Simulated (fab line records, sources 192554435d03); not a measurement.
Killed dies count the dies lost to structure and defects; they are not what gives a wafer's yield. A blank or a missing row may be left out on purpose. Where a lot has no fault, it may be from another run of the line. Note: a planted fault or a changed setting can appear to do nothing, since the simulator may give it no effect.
Which tool was responsible? | flow n5 finfet | route of 1938 steps, sampled at 1 step: 6 lots, 18 wafers

WHAT EACH GAUGE READ, for each wafer
N5_PMOS_HMC_CHANNEL_EPI_OVL_MEAS_10.
lot  | measured    | on         | PMOS_HMC_BLK_OVL (nm)
L476 | day 2 10:55 | overlay-01 | 0.7 0.2 1.7
L478 | day 2 23:21 | overlay-02 | 0.9 0.2 -0.2
L483 | day 4 05:13 | overlay-01 | -0.4 0.0 0.3
L487 | day 5 04:58 | overlay-02 | -0.4 1.9 -0.1
L491 | day 6 05:08 | overlay-02 | 0.2 0.4 -0.6
L494 | day 6 22:59 | overlay-01 | 0.7 -0.6 0.8

WHICH TOOL RAN EACH LOT (tool, then ch and the chambers of the sampled wafers, then the start)
Before these readings, the record contains no process step.

THE ANSWER, worked out from the rows above alone
Rule: the usual values come from the lots themselves. Put in order of their means at a reading, lots are off if they are a third of the lots or fewer, leave a main group of 4 or more, and stand apart from it by a gap of 3 or more times the standard deviation of the main group's means; of several such gaps the widest counts. Not used: any main group whose means are identical at the precision the tables above print for the reading. A lot without any number at a reading at which 4 lots or more have one is off too. Where the step has rows for the other lots, those lots are counted as sound.
None of the lots is off at any reading shown; this tells nothing.

WHAT THE SIMULATOR HAD PUT IN
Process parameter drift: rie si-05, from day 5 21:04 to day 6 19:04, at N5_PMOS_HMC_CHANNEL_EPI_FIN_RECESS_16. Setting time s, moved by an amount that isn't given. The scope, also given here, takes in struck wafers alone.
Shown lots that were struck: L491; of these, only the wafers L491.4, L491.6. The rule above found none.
